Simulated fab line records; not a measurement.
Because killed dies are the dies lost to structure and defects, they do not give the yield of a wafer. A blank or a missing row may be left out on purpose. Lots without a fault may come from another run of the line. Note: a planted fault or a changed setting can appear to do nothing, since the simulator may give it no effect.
fab line records :: flow nandHarc
record
  lots=6
  wafers=18
  lastDay=34
route steps=1302 shown A_DECK1_JOINT@530 END@1302
lots that met no fault: taken from a fault-free run of the same line
startH: hours from the record's opening day to when the first of the lot's shown wafers began :: waitH: how many hours have passed since the lot's step before this one :: " the same as in the row above :: L1.1+2: a row that stands for several wafers :: - no value present, or no start provided :: * or withheld: withheld :: < > ~ a bound
route shown NAME@n: a module of which the file shows steps, and the number in the route of the first :: usual: mean and standard deviation over wafers with no fault :: same: alike in all rows :: chamber/n: place in a boat :: sites: per-site readings :: _std_site: the values' standard deviation :: _edge_site: mean of outer sites minus mean of inner sites :: radiusMm: for every site, how far away it sits from the centre of the wafer :: mask NAME#n: copy n :: behind: the tool/chamber that last shaped the wafer :: hold: the reason the lot was held/the length of the hold in hours/how it ended :: device: whichever transistor did not switch (one of n, p or np) :: end of line: at the end of the route, the tests of the same wafers :: where a step has no rows: the recipe by itself :: killed: dies that structure and defects cost at the first sort, which is not the same as the wafer's yield :: map: a wafer's dies, x killed, . not, _ none there
set.NAME: the setting as run; set.NAME@STEP: as run at that earlier step :: model.NAME: the simulator's own value behind a step, which no gauge read
lots at selected steps of the route; one table per step, one row per wafer
services: from which hour (startH, from the record's first day; less than 0 if before it) a tool's chamber was out of use, for how many hours, and why
## steps
# step NHARC_A_DECK1_JOINT_ETCHBACK_00
# recipe
  targetDepthA=300
  timeS=17.4
  hbrFlowSccm=150
  rfW=350
  icpW=350
  biasW=60
  chemistry=HBr
# usual
  drypumpMotorCurrentA=6.0/0.44
  oesProductAu=1.001/0.013
  throttleValvePct=23.267/0.0099
# same
  timeS=17.4
lot.wafer: L894.3
tool: rieSi-02
chamber: 1
startH: 264.10
waitH: 0.1
drypumpMotorCurrentA: 6.4
oesProductAu: 0.995
rfHoursCounterH: 1.0
throttleValvePct: 23.248

lot.wafer: L894.2
tool: rieSi-02
chamber: 2
startH: 264.10
waitH: 0.1
drypumpMotorCurrentA: 5.9
oesProductAu: 0.989
rfHoursCounterH: 1.0
throttleValvePct: 23.247

lot.wafer: L894.5
tool: rieSi-02
chamber: 2
startH: 264.10
waitH: 0.1
drypumpMotorCurrentA: 5.9
oesProductAu: 0.981
rfHoursCounterH: -
throttleValvePct: 23.275

lot.wafer: L903.1
tool: rieSi-03
chamber: 2
startH: 350.42
waitH: 0.1
drypumpMotorCurrentA: 5.4
oesProductAu: 0.975
rfHoursCounterH: 0.8
throttleValvePct: 23.261

lot.wafer: L903.3
tool: rieSi-03
chamber: 3
startH: 350.42
waitH: 0.1
drypumpMotorCurrentA: 5.6
oesProductAu: 0.986
rfHoursCounterH: 0.8
throttleValvePct: 23.270

lot.wafer: L903.4
tool: rieSi-03
chamber: 0
startH: 350.42
waitH: 0.1
drypumpMotorCurrentA: 6.6
oesProductAu: 1.012
rfHoursCounterH: 0.9
throttleValvePct: 23.256

lot.wafer: L909.1
tool: rieSi-06
chamber: 0
startH: 389.40
waitH: 0.1
drypumpMotorCurrentA: 5.3
oesProductAu: 0.995
rfHoursCounterH: 0.9
throttleValvePct: 23.268

lot.wafer: L909.4
tool: rieSi-06
chamber: 1
startH: 389.40
waitH: 0.1
drypumpMotorCurrentA: 5.4
oesProductAu: 1.012
rfHoursCounterH: 1.0
throttleValvePct: 23.273

lot.wafer: L909.5
tool: rieSi-06
chamber: 0
startH: 389.40
waitH: 0.1
drypumpMotorCurrentA: 5.3
oesProductAu: 0.997
rfHoursCounterH: -
throttleValvePct: 23.267

lot.wafer: L908.2
tool: rieSi-02
chamber: 1
startH: 389.41
waitH: 0.1
drypumpMotorCurrentA: 6.4
oesProductAu: 1.013
rfHoursCounterH: 0.5
throttleValvePct: 23.282

lot.wafer: L908.1
tool: rieSi-02
chamber: 3
startH: 389.41
waitH: 0.1
drypumpMotorCurrentA: 6.4
oesProductAu: 0.990
rfHoursCounterH: 0.7
throttleValvePct: 23.263

lot.wafer: L908.5
tool: rieSi-02
chamber: 0
startH: 389.41
waitH: 0.1
drypumpMotorCurrentA: 6.0
oesProductAu: 1.024
rfHoursCounterH: -
throttleValvePct: 23.250

lot.wafer: L916.2
tool: rieSi-02
chamber: 3
startH: 468.87
waitH: 0.1
drypumpMotorCurrentA: 6.5
oesProductAu: 0.981
rfHoursCounterH: 0.1
throttleValvePct: 23.254

lot.wafer: L916.6
tool: rieSi-02
chamber: 2
startH: 468.87
waitH: 0.1
drypumpMotorCurrentA: 5.9
oesProductAu: 1.001
rfHoursCounterH: -
throttleValvePct: 23.262

lot.wafer: L916.5
tool: rieSi-02
chamber: 3
startH: 468.87
waitH: 0.1
drypumpMotorCurrentA: 6.4
oesProductAu: 0.981
rfHoursCounterH: -
throttleValvePct: 23.278

lot.wafer: L917.4
tool: rieSi-02
chamber: 1
startH: 483.51
waitH: 0.1
drypumpMotorCurrentA: 6.4
oesProductAu: 1.009
rfHoursCounterH: 0.1
throttleValvePct: 23.276

lot.wafer: L917.3
tool: rieSi-02
chamber: 3
startH: 483.51
waitH: 0.1
drypumpMotorCurrentA: 6.4
oesProductAu: 0.980
rfHoursCounterH: 0.2
throttleValvePct: 23.248

lot.wafer: L917.1
tool: rieSi-02
chamber: 0
startH: 483.51
waitH: 0.1
drypumpMotorCurrentA: 6.1
oesProductAu: 1.021
rfHoursCounterH: 0.1
throttleValvePct: 23.258
# step NHARC_A_DECK1_JOINT_PRECLEAN_30
# recipe
  timeS=*
  tempC=50
  bathAgeMin=0
  chemistry=SC1
# step NHARC_A_DECK1_JOINT_SRD_31
# step NHARC_A_DECK1_JOINT_CVD_34
# recipe
  targetThkA=200
  tempC=700
  pressureMtorr=300
  material=SiNx
# step NHARC_A_DECK1_JOINT_DEP_06
# recipe
  targetThkA=800
  tempC=65
  material=SiOx
# step NHARC_A_DECK1_JOINT_CURE_26
# recipe
  tempC=150
  timeS=32
  pressureAtm=0.395
# step NHARC_A_DECK1_JOINT_ANNEAL_27
# recipe
  tempC=400
  timeS=3600
  idleTempC=300
  rampUpCPerMin=10
  densificationPH2oTorr=640
# step NHARC_A_DECK1_JOINT_ANNEAL_28
# recipe
  tempC=500
  timeS=1800
  idleTempC=400
  rampUpCPerMin=10
  densificationPH2oTorr=640
# step NHARC_A_DECK1_JOINT_ANNEAL_29
# recipe
  tempC=750
  timeS=1800
  idleTempC=500
  rampUpCPerMin=10
  rampDownCPerMin=3
# step NHARC_A_DECK1_JOINT_CMP_02
# recipe
  material=SiOx
# usual
  edgeZonePressureFrac=1.000/0.0052
  motorCurrentA=11.7/1.3
lot.wafer: L894.3
tool: cmp-02
chamber: 0
startH: 282.21
waitH: 0.4
edgeZonePressureFrac: 0.999
motorCurrentA: 15.2

lot.wafer: L894.2
tool: cmp-02
chamber: 3
startH: 282.21
waitH: 0.4
edgeZonePressureFrac: 1.008
motorCurrentA: 12.7

lot.wafer: L894.5
tool: cmp-02
chamber: 1
startH: 282.21
waitH: 0.4
edgeZonePressureFrac: 0.996
motorCurrentA: 11.1

lot.wafer: L903.4
tool: cmp-02
chamber: 0
startH: 374.10
waitH: 0.4
edgeZonePressureFrac: 0.993
motorCurrentA: 14.5

lot.wafer: L903.3
tool: cmp-02
chamber: 2
startH: 374.10
waitH: 0.4
edgeZonePressureFrac: 0.999
motorCurrentA: 11.6

lot.wafer: L903.1
tool: cmp-02
chamber: 3
startH: 374.10
waitH: 0.4
edgeZonePressureFrac: 1.001
motorCurrentA: 11.2

lot.wafer: L909.1
tool: cmp-01
chamber: 2
startH: 417.93
waitH: 0.4
edgeZonePressureFrac: 0.994
motorCurrentA: 11.0

lot.wafer: L909.4
tool: cmp-01
chamber: 0
startH: 417.93
waitH: 0.4
edgeZonePressureFrac: 0.989
motorCurrentA: 11.1

lot.wafer: L909.5
tool: cmp-01
chamber: 2
startH: 417.93
waitH: 0.4
edgeZonePressureFrac: 0.996
motorCurrentA: 11.2

lot.wafer: L908.1
tool: cmp-03
chamber: 1
startH: 417.94
waitH: 0.4
edgeZonePressureFrac: 0.998
motorCurrentA: 11.6

lot.wafer: L908.2
tool: cmp-03
chamber: 2
startH: 417.94
waitH: 0.4
edgeZonePressureFrac: 1.002
motorCurrentA: 10.4

lot.wafer: L908.5
tool: cmp-03
chamber: 1
startH: 417.94
waitH: 0.4
edgeZonePressureFrac: 1.001
motorCurrentA: 10.9

lot.wafer: L916.2
tool: cmp-02
chamber: 0
startH: 491.00
waitH: 0.4
edgeZonePressureFrac: 0.994
motorCurrentA: 15.2

lot.wafer: L916.5
tool: cmp-02
chamber: 0
startH: 491.00
waitH: 0.4
edgeZonePressureFrac: 0.999
motorCurrentA: 15.4

lot.wafer: L916.6
tool: cmp-02
chamber: 1
startH: 491.00
waitH: 0.4
edgeZonePressureFrac: 1.000
motorCurrentA: 10.9

lot.wafer: L917.1
tool: cmp-03
chamber: 2
startH: 505.66
waitH: 0.4
edgeZonePressureFrac: 1.006
motorCurrentA: 11.0

lot.wafer: L917.3
tool: cmp-03
chamber: 3
startH: 505.66
waitH: 0.4
edgeZonePressureFrac: 1.001
motorCurrentA: 13.0

lot.wafer: L917.4
tool: cmp-03
chamber: 1
startH: 505.66
waitH: 0.4
edgeZonePressureFrac: 1.012
motorCurrentA: 11.7
# step NHARC_A_DECK1_JOINT_SRD_15
# step NHARC_A_DECK1_JOINT_DEP_16
# recipe
  targetThkA=450
  tempC=400
  pressureTorr=6.5
  rfW=900
  teosFlowSccm=161.4
  flowSccm=2650
  targetThkNm=45
  gas=O2
  material=SiO2
# usual
  heaterPowerW=534/93
  throttleValvePct=16.3/0.43
lot.wafer: L894.3
tool: pecvd-02
chamber: 1
startH: 282.63
waitH: 0.1
heaterPowerW: 543
throttleValvePct: 16.4

lot.wafer: L894.2
tool: pecvd-02
chamber: 2
startH: 282.63
waitH: 0.1
heaterPowerW: 338
throttleValvePct: 16.1

lot.wafer: L894.5
tool: pecvd-02
chamber: 1
startH: 282.63
waitH: 0.1
heaterPowerW: 551
throttleValvePct: 16.4

lot.wafer: L903.3
tool: pecvd-04
chamber: 2
startH: 374.49
waitH: 0.1
heaterPowerW: 562
throttleValvePct: 16.6

lot.wafer: L903.1
tool: pecvd-04
chamber: 0
startH: 374.49
waitH: 0.1
heaterPowerW: 715
throttleValvePct: 16.3

lot.wafer: L903.4
tool: pecvd-04
chamber: 1
startH: 374.49
waitH: 0.1
heaterPowerW: 455
throttleValvePct: 16.0

lot.wafer: L908.2
tool: pecvd-04
chamber: 1
startH: 418.33
waitH: 0.1
heaterPowerW: 515
throttleValvePct: 16.1

lot.wafer: L908.1
tool: pecvd-04
chamber: 0
startH: 418.33
waitH: 0.1
heaterPowerW: 710
throttleValvePct: 16.6

lot.wafer: L908.5
tool: pecvd-04
chamber: 2
startH: 418.33
waitH: 0.1
heaterPowerW: 598
throttleValvePct: 16.4

lot.wafer: L909.1
tool: pecvd-04
chamber: 2
startH: 418.50
waitH: 0.3
heaterPowerW: 584
throttleValvePct: 16.6

lot.wafer: L909.5
tool: pecvd-04
chamber: 0
startH: 418.50
waitH: 0.3
heaterPowerW: 648
throttleValvePct: 16.5

lot.wafer: L909.4
tool: pecvd-04
chamber: 1
startH: 418.50
waitH: 0.3
heaterPowerW: 491
throttleValvePct: 16.2

lot.wafer: L916.2
tool: pecvd-02
chamber: 0
startH: 491.45
waitH: 0.1
heaterPowerW: 525
throttleValvePct: 15.8

lot.wafer: L916.5
tool: pecvd-02
chamber: 2
startH: 491.45
waitH: 0.1
heaterPowerW: 392
throttleValvePct: 16.4

lot.wafer: L916.6
tool: pecvd-02
chamber: 0
startH: 491.45
waitH: 0.1
heaterPowerW: 540
throttleValvePct: 15.3

lot.wafer: L917.3
tool: pecvd-01
chamber: 0
startH: 506.06
waitH: 0.1
heaterPowerW: 606
throttleValvePct: 16.3

lot.wafer: L917.1
tool: pecvd-01
chamber: 1
startH: 506.06
waitH: 0.1
heaterPowerW: 454
throttleValvePct: 16.6

lot.wafer: L917.4
tool: pecvd-01
chamber: 2
startH: 506.06
waitH: 0.1
heaterPowerW: 460
throttleValvePct: 16.3
# step NHARC_A_DECK1_JOINT_THK_MEAS_17
# recipe
  thkMeasGauge=ellipsometry
# usual
  thkNm=44.7/1.2
lot.wafer: L894.2
tool: filmMetro-02
chamber: -
startH: 282.88
waitH: 0.2
thkNm: 45.1

lot.wafer: L894.3
tool: filmMetro-02
chamber: -
startH: 282.88
waitH: 0.2
thkNm: 43.8

lot.wafer: L894.5
tool: filmMetro-02
chamber: -
startH: 282.88
waitH: 0.2
thkNm: 44.9

lot.wafer: L903.1
tool: filmMetro-01
chamber: -
startH: 374.77
waitH: 0.2
thkNm: 43.9

lot.wafer: L903.3
tool: filmMetro-01
chamber: -
startH: 374.77
waitH: 0.2
thkNm: 43.9

lot.wafer: L903.4
tool: filmMetro-01
chamber: -
startH: 374.77
waitH: 0.2
thkNm: 45.7

lot.wafer: L908.1
tool: filmMetro-02
chamber: -
startH: 418.61
waitH: 0.2
thkNm: 28.1

lot.wafer: L908.2
tool: filmMetro-02
chamber: -
startH: 418.61
waitH: 0.2
thkNm: 43.0

lot.wafer: L908.5
tool: filmMetro-02
chamber: -
startH: 418.61
waitH: 0.2
thkNm: 27.6

lot.wafer: L909.1
tool: filmMetro-01
chamber: -
startH: 418.78
waitH: 0.3
thkNm: 26.6

lot.wafer: L909.4
tool: filmMetro-01
chamber: -
startH: 418.78
waitH: 0.3
thkNm: 43.4

lot.wafer: L909.5
tool: filmMetro-01
chamber: -
startH: 418.78
waitH: 0.3
thkNm: 27.8

lot.wafer: L916.2
tool: filmMetro-02
chamber: -
startH: 491.67
waitH: 0.2
thkNm: 44.2

lot.wafer: L916.5
tool: filmMetro-02
chamber: -
startH: 491.67
waitH: 0.2
thkNm: 45.8

lot.wafer: L916.6
tool: filmMetro-02
chamber: -
startH: 491.67
waitH: 0.2
thkNm: 46.2

lot.wafer: L917.1
tool: filmMetro-01
chamber: -
startH: 506.34
waitH: 0.2
thkNm: 45.4

lot.wafer: L917.3
tool: filmMetro-01
chamber: -
startH: 506.34
waitH: 0.2
thkNm: 46.0

lot.wafer: L917.4
tool: filmMetro-01
chamber: -
startH: 506.34
waitH: 0.2
thkNm: 47.6
# step NHARC_A_DECK1_JOINT_INSPECT_05
# usual
  rawDefectCount=365/150
lot.wafer: L894.2
tool: defectInspect-01
chamber: -
startH: 282.91
waitH: 0.0
rawDefectCount: 220

lot.wafer: L894.3
tool: defectInspect-01
chamber: -
startH: 282.91
waitH: 0.0
rawDefectCount: 250

lot.wafer: L894.5
tool: defectInspect-01
chamber: -
startH: 282.91
waitH: 0.0
rawDefectCount: 195

lot.wafer: L903.1
tool: defectInspect-02
chamber: -
startH: 374.80
waitH: 0.0
rawDefectCount: 476

lot.wafer: L903.3
tool: defectInspect-02
chamber: -
startH: 374.80
waitH: 0.0
rawDefectCount: 376

lot.wafer: L903.4
tool: defectInspect-02
chamber: -
startH: 374.80
waitH: 0.0
rawDefectCount: 433

lot.wafer: L908.1
tool: defectInspect-02
chamber: -
startH: 418.64
waitH: 0.0
rawDefectCount: 768

lot.wafer: L908.2
tool: defectInspect-02
chamber: -
startH: 418.64
waitH: 0.0
rawDefectCount: 672

lot.wafer: L908.5
tool: defectInspect-02
chamber: -
startH: 418.64
waitH: 0.0
rawDefectCount: 481

lot.wafer: L909.1
tool: defectInspect-02
chamber: -
startH: 418.81
waitH: 0.0
rawDefectCount: 286

lot.wafer: L909.4
tool: defectInspect-02
chamber: -
startH: 418.81
waitH: 0.0
rawDefectCount: 116

lot.wafer: L909.5
tool: defectInspect-02
chamber: -
startH: 418.81
waitH: 0.0
rawDefectCount: 253

lot.wafer: L916.2
tool: defectInspect-02
chamber: -
startH: 491.71
waitH: 0.0
rawDefectCount: 297

lot.wafer: L916.5
tool: defectInspect-02
chamber: -
startH: 491.71
waitH: 0.0
rawDefectCount: 381

lot.wafer: L916.6
tool: defectInspect-02
chamber: -
startH: 491.71
waitH: 0.0
rawDefectCount: 289

lot.wafer: L917.1
tool: defectInspect-01
chamber: -
startH: 506.37
waitH: 0.0
rawDefectCount: 314

lot.wafer: L917.3
tool: defectInspect-01
chamber: -
startH: 506.37
waitH: 0.0
rawDefectCount: 267

lot.wafer: L917.4
tool: defectInspect-01
chamber: -
startH: 506.37
waitH: 0.0
rawDefectCount: 263
# step NHARC_END_SORT_01
# recipe
  tempC=25
# usual
  killedAtArray=55/19
  killedAtOther=0.9/1.4
  killedAtPeriphery=3.8/2.9
  killedDies=60/19
  killedOpen=3.3/1.8
  killedShort=2.6/1.6
# same
  grossDies=677
lot.wafer: L908.1
tool: prober-01
chamber: 0
startH: 716.13
waitH: 2.5
killedAtArray: 69
killedAtOther: 3
killedAtPeriphery: 6
killedDies: 78
killedOpen: 8
killedShort: 3

lot.wafer: L908.2
tool: prober-01
chamber: 0
startH: 716.93
waitH: 2.8
killedAtArray: 71
killedAtOther: 2
killedAtPeriphery: 3
killedDies: 76
killedOpen: 4
killedShort: 1

lot.wafer: L908.5
tool: prober-01
chamber: 0
startH: 719.35
waitH: 3.7
killedAtArray: 67
killedAtOther: 0
killedAtPeriphery: 9
killedDies: 76
killedOpen: 8
killedShort: 1
# killed by level:class
L908.1 A_CHANNEL_HOLE_D1:chamberFilmFlake=30 A_CHANNEL_HOLE_D2:chamberFilmFlake=15 A_CONTACT:chamberFilmFlake=10 THIN_TSV:chamberFilmFlake=3 A_SLIT:chamberFilmFlake=3 P_CONTACT:geometricParticle:open=2 A_SOURCE_PLATE:geometricParticle:short=2 A_STAIRCASE:chamberFilmFlake=2
L908.2 A_CHANNEL_HOLE_D1:chamberFilmFlake=32 A_CHANNEL_HOLE_D2:chamberFilmFlake=23 A_CONTACT:chamberFilmFlake=5 A_SLIT:chamberFilmFlake=5 P_M1:geometricParticle:open=2 A_ZERO_WELL:chamberFilmFlake=2 THIN_TSV:chamberFilmFlake=2 P_GATE:geometricParticle:short=1
L908.5 A_CHANNEL_HOLE_D1:chamberFilmFlake=29 A_CHANNEL_HOLE_D2:chamberFilmFlake=14 A_CONTACT:chamberFilmFlake=13 P_M0:geometricParticle:open=4 A_STAIRCASE:chamberFilmFlake=3 A_ONON_D1:geometricParticle:open=2 P_STI:chamberFilmFlake=2 P_GATE:chamberFilmFlake=2
## services
tool: rieSi-02
chamber: 0
startH: 252.10
hours: 18.4
kind: repair

tool: cmp-02
chamber: -
startH: 258.34
hours: 2.0
kind: repair

tool: pecvd-04
chamber: -
startH: 269.00
hours: 13.0
kind: pm

tool: rieSi-02
chamber: 3
startH: 271.65
hours: 7.8
kind: repair

tool: cmp-03
chamber: -
startH: 272.63
hours: 4.0
kind: pm

tool: rieSi-02
chamber: -
startH: 277.07
hours: 9.0
kind: pm

tool: cmp-03
chamber: -
startH: 278.36
hours: 1.0
kind: repair

tool: rieSi-02
chamber: 1
startH: 292.31
hours: 22.1
kind: repair

tool: cmp-03
chamber: -
startH: 301.44
hours: 0.4
kind: repair

tool: pecvd-02
chamber: 2
startH: 329.30
hours: 8.8
kind: repair

tool: cmp-02
chamber: -
startH: 330.59
hours: 4.0
kind: pm

tool: cmp-03
chamber: -
startH: 339.98
hours: 2.3
kind: repair

tool: cmp-03
chamber: -
startH: 370.63
hours: 4.0
kind: pm

tool: cmp-03
chamber: -
startH: 377.90
hours: 5.3
kind: repair

tool: cmp-02
chamber: -
startH: 397.16
hours: 0.5
kind: repair

tool: rieSi-02
chamber: -
startH: 407.14
hours: 0.5
kind: repair

tool: rieSi-02
chamber: -
startH: 426.88
hours: 0.1
kind: repair

tool: cmp-02
chamber: -
startH: 428.59
hours: 4.0
kind: pm

tool: pecvd-04
chamber: -
startH: 450.00
hours: 13.0
kind: pm

tool: rieSi-02
chamber: -
startH: 454.07
hours: 9.0
kind: pm

tool: cmp-02
chamber: -
startH: 465.44
hours: 1.9
kind: repair

tool: cmp-02
chamber: -
startH: 467.47
hours: 0.8
kind: repair

tool: pecvd-04
chamber: 0
startH: 482.87
hours: 4.0
kind: repair

tool: cmp-02
chamber: -
startH: 505.00
hours: 7.8
kind: repair
## key
firstSign
  step=NHARC_A_DECK1_JOINT_THK_MEAS_17
  reading=thkNm
  direction=down
  sigmas=14
  usual=44.7
  struck=27.5
effect none on later readings
metAt NHARC_A_DECK1_JOINT_DEP_16
struckWafers L908.1,L908.5,L909.1,L909.5
testerLeftOut L908,L909
onsetBetween 374.49 418.33
fault
  kind=processParameterDrift
  tool=pecvd-04
  chamber=-
  onsetH=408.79
  steps=NHARC_A_DECK1_JOINT_DEP_16
  channel=targetThkNm
  offset=-16.422
  shape=step
  endH=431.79
  scope=struckWafersOnly
  actsIn=theseRecipesOnly
  stated=45
# testerLeftOut: of these lots the tester's yield and bins aren't shown, on N5 and GAA mostly nor the transistor test; their killed dies are dies lost to structure and defects alone, not to doping, threshold or leakage, so they don't give the yield
